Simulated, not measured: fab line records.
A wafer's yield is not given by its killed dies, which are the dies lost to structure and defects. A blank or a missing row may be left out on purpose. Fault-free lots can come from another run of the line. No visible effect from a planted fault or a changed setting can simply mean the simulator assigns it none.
Matching of chambers || flow n5-finfet || N5_BEOL_M3_ETCH_69 on rie-diel-04 has 4 sister chambers
The step etches SiARC in CF4, target depth 15.6 nm, time 26 s. 4 wafers are shown with their chamber, then 10 later ones without.

## WAFERS WITH THEIR CHAMBER
{"wafer": "L081.2", "chamber": 3, "drypump-motor-current-A (A)": 6.0}
{"wafer": "L081.5", "chamber": 1, "drypump-motor-current-A (A)": 5.0}
{"wafer": "L090.3", "chamber": 0, "drypump-motor-current-A (A)": 5.1}
{"wafer": "L090.5", "chamber": 2, "drypump-motor-current-A (A)": 6.3}

## WAFERS MISSING THEIR CHAMBER
{"wafer": "L090.6", "drypump-motor-current-A (A)": 6.1}
{"wafer": "L094.1", "drypump-motor-current-A (A)": 5.0}
{"wafer": "L094.2", "drypump-motor-current-A (A)": 6.1}
{"wafer": "L094.6", "drypump-motor-current-A (A)": 6.1}
{"wafer": "L095.1", "drypump-motor-current-A (A)": 6.3}
{"wafer": "L095.5", "drypump-motor-current-A (A)": 5.0}
{"wafer": "L095.6", "drypump-motor-current-A (A)": 5.1}
{"wafer": "L097.1", "drypump-motor-current-A (A)": 6.3}
{"wafer": "L097.3", "drypump-motor-current-A (A)": 5.1}
{"wafer": "L097.5", "drypump-motor-current-A (A)": 6.3}

## WHICH CHAMBER EACH ONE RAN IN
{"wafer": "L090.6", "from the rows above": "can't be placed: 3 or 2", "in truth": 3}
{"wafer": "L094.1", "from the rows above": "can't be placed: 1 or 0", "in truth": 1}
{"wafer": "L094.2", "from the rows above": "can't be placed: 3 or 2", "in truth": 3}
{"wafer": "L094.6", "from the rows above": "can't be placed: 3 or 2", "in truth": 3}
{"wafer": "L095.1", "from the rows above": 2, "in truth": 2}
{"wafer": "L095.5", "from the rows above": "can't be placed: 1 or 0", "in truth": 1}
{"wafer": "L095.6", "from the rows above": "can't be placed: 0 or 1", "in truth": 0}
{"wafer": "L097.1", "from the rows above": 2, "in truth": 2}
{"wafer": "L097.3", "from the rows above": "can't be placed: 0 or 1", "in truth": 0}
{"wafer": "L097.5", "from the rows above": 2, "in truth": 2}
Correctly placed: 3 of 10. Can't be placed from these rows: 7 (the true chamber is among the candidates in 7). Number placed wrongly: 0.
How it was worked out, from the rows above alone: a wafer's distance from a chamber is the root of the sum, over the readings, of the square of ((its reading less the chamber's mean) divided by the reading's scatter). The wafer belongs to the nearest chamber; if the next one is less than 2 further off, it can't be placed. For every chamber, the mean is computed from those of its wafers that are shown. The scatter (one wafer shown for each chamber): square how far every hidden wafer sits from the nearest shown wafer, average those squares and take the square root.
